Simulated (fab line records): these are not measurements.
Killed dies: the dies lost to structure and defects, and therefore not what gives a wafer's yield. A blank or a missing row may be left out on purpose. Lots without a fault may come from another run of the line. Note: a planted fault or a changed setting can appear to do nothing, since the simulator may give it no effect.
Struck lot and sound lot, side by side | flow n5_finfet | 37 steps out of a route of 1938
Sound: the wafers L690.1, L690.4, L690.6. Wafers L696.2, L696.5 were the ones struck. The cause is given at the end.
Each step with rows lists, per side, the tool, then ch with its chambers, then its first start. Under that, the readings that differ: sound wafers | struck wafers | difference of the means | sigmas: that difference in standard deviations of wafers without a fault.
alike: readings whose means differ by less than 2 such deviations, and words and numbers that are the same on both sides. not compared: withheld readings, readings that some wafer has no value for, bounds like >300 that may hide the same value, and numbers for which the record gives no deviation and whose values overlap.
Wherever a step has rows on one side only, a row that says differs or no value, or a row with sigmas, the two part there. When numbers do not overlap yet have no deviation, they are printed without sigmas and do not part them. A reading that every wafer of one side lacks parts them only if that side has two wafers or more.

first, 9 steps without rows for these wafers: N5_PMOS_HMC_CHANNEL_EPI_COAT_31 (time 60 s, resist thk 66 nm); N5_PMOS_HMC_CHANNEL_EPI_COAT_03 (resist thk 205 nm); N5_PMOS_HMC_CHANNEL_EPI_EBR_05; N5_PMOS_HMC_CHANNEL_EPI_SOFTBAKE_04 (time 60 s); N5_PMOS_HMC_CHANNEL_EPI_EXPOSE_06 (exposes mask PMOS HMC BLK, target cd 240 nm); N5_PMOS_HMC_CHANNEL_EPI_PEB_07 (peb time 60 s); N5_PMOS_HMC_CHANNEL_EPI_DEVELOP_08 (develop time 30 s); N5_PMOS_HMC_CHANNEL_EPI_DESCUM_14 (chemistry O2, time 7.9 s); N5_PMOS_HMC_CHANNEL_EPI_ETCH_32 (etches BARC in N2/H2, stops on SiO2, target depth 85.8 nm, time 50.3 s).
N5_PMOS_HMC_CHANNEL_EPI_HM_OPEN_15: chemistry CHF3/O2, target SiO2, target depth 40.6 nm, time 20.3 s.
  sound on rie_diel-02 ch 0,2, day 3 11:43; struck on rie_diel-02 ch 0,1, day 5 00:19
  reading                                                         | sound             | struck      | difference | sigmas
  model.CAR-ArF-block_of_PMOS_HMC_CHANNEL_EPI_COAT_03.thk_nm (nm) | 95.05 94.89 95.64 | 108.9 110.4 | +14.5      |
  model.etch.depth_nm (nm)                                        | 39.88 39.72 39.83 | 26.3 26.31  | -13.5      |
  alike: drypump_motor_current_A, oes_o_777_au, oes_product_au, rf_vpp_V, showerhead_plenum_p_Torr, throttle_valve_pct
  not compared: rf_hours_counter_h
then, 25 steps without rows for these wafers: N5_PMOS_HMC_CHANNEL_EPI_STRIP_33 (strips in N2/H2); N5_PMOS_HMC_CHANNEL_EPI_STRIP_17 (strips in SPM, time 750 s); N5_PMOS_HMC_CHANNEL_EPI_ETCH_38 (etches SiO2 in CF4, target depth 1.5 nm); N5_PMOS_HMC_CHANNEL_EPI_FIN_RECESS_16 (chemistry HBr/Cl2, target Si, target depth 54 nm, time 18 s); N5_PMOS_HMC_CHANNEL_EPI_PRECLEAN_36 (cleans in O3/DIW, time 45 s); N5_PMOS_HMC_CHANNEL_EPI_PRECLEAN_18 (cleans in DHF, time 30 s); N5_PMOS_HMC_CHANNEL_EPI_SRD_19 (time 30 s); N5_PMOS_HMC_CHANNEL_EPI_EPI_20 (deposits SiGe30, target thk 59 nm); N5_PMOS_HMC_CHANNEL_EPI_HM_STRIP_35 (strips SiO2 in dHF, material SiO2, target depth 39.6 nm, time 216 s); N5_PMOS_HMC_CHANNEL_EPI_SRD_39 (time 30 s); N5_PMOS_HMC_CHANNEL_EPI_CMP_21 (polishes SiGe30, target thk 54 nm); N5_PMOS_HMC_CHANNEL_EPI_PRECLEAN_40 (cleans in DHF, time 30 s); N5_PMOS_HMC_CHANNEL_EPI_PRECLEAN_37 (cleans in O3/DIW, time 45 s); N5_PMOS_HMC_CHANNEL_EPI_PRECLEAN_24 (cleans in DHF, time 30 s); N5_PMOS_HMC_CHANNEL_EPI_SRD_25 (time 30 s); N5_PMOS_HMC_CHANNEL_EPI_EPI_26 (deposits Si from SiH4/H2, target thk 3.8 nm, time 22.7 s); N5_FIN_SAQP_PRECLEAN_42 (cleans in O3/DIW, time 60 s); N5_FIN_SAQP_PRECLEAN_00 (cleans in SC1, time 60 s); N5_FIN_SAQP_PRECLEAN_44 (cleans in SC2, time 45 s); N5_FIN_SAQP_SRD_01 (time 30 s); N5_FIN_SAQP_ALD_61 (deposits SiO2, target thk 4 nm, pulse time 1 s, purge time 2 s); N5_FIN_SAQP_DENSIFY_62 (time 60 s); N5_FIN_SAQP_HM_DEP_03 (deposits SiNx from SiH4/NH3/N2, target thk 38 nm, time 33.6 s); N5_FIN_SAQP_PECVD_47 (deposits a-Si from SiH4/He, target thk 45 nm, time 36.3 s); N5_FIN_SAQP_PECVD_48 (deposits SiNx from SiH4/NH3/N2, target thk 25 nm, time 22.1 s).
N5_BEOL_M4_RC_MEAS_101:
  the record has rows for the sound wafers here (prober-01 ch 0, day 10 00:01) and none for the struck ones
-- the record jumps here: 12 days lie between the struck wafers' starts before and after (it left off in module BEOL_M4 and takes up again in module PASSIVATION, whose first step shown is number 1936 of the route) --
N5_PASSIVATION_PROBE_49:
  sound on prober-02 at day 14 19:35; struck on prober-02 at day 16 17:19
  reading                  | sound          | struck    | difference | sigmas
  defect_limited_yield (%) | 92.0 91.4 90.7 | 0 0       | -91        | -61
  killed_at_front_end      | 22 35 33       | 1136 1120 | +1098      | +99 or more
  killed_dies              | 94 102 110     | 1180 1180 | +1078      | +60
  killed_on_rim            | 11 15 23       | 152 152   | +136       | +38
  sort_bin_5_function (%)  | 4.4 5.7 4.8    | 97.6 96.1 | +91.9      | +99 or more
  sort_n_pass              | 1086 1078 1070 | 0 0       | -1078      | -60
  sort_yield_pct (%)       | 92.0 91.4 90.7 | 0 0       | -91        | -61
  alike: killed_at_M0_to_M3, killed_at_M4_up, killed_at_contacts, killed_at_other, killed_open, killed_short, sort_bin_6_memory

== WHERE THEY PART ==
Last at N5_PASSIVATION_PROBE_49 as far as this record goes, first at N5_BEOL_M4_RC_MEAS_101.

WHY: what the simulator had put in
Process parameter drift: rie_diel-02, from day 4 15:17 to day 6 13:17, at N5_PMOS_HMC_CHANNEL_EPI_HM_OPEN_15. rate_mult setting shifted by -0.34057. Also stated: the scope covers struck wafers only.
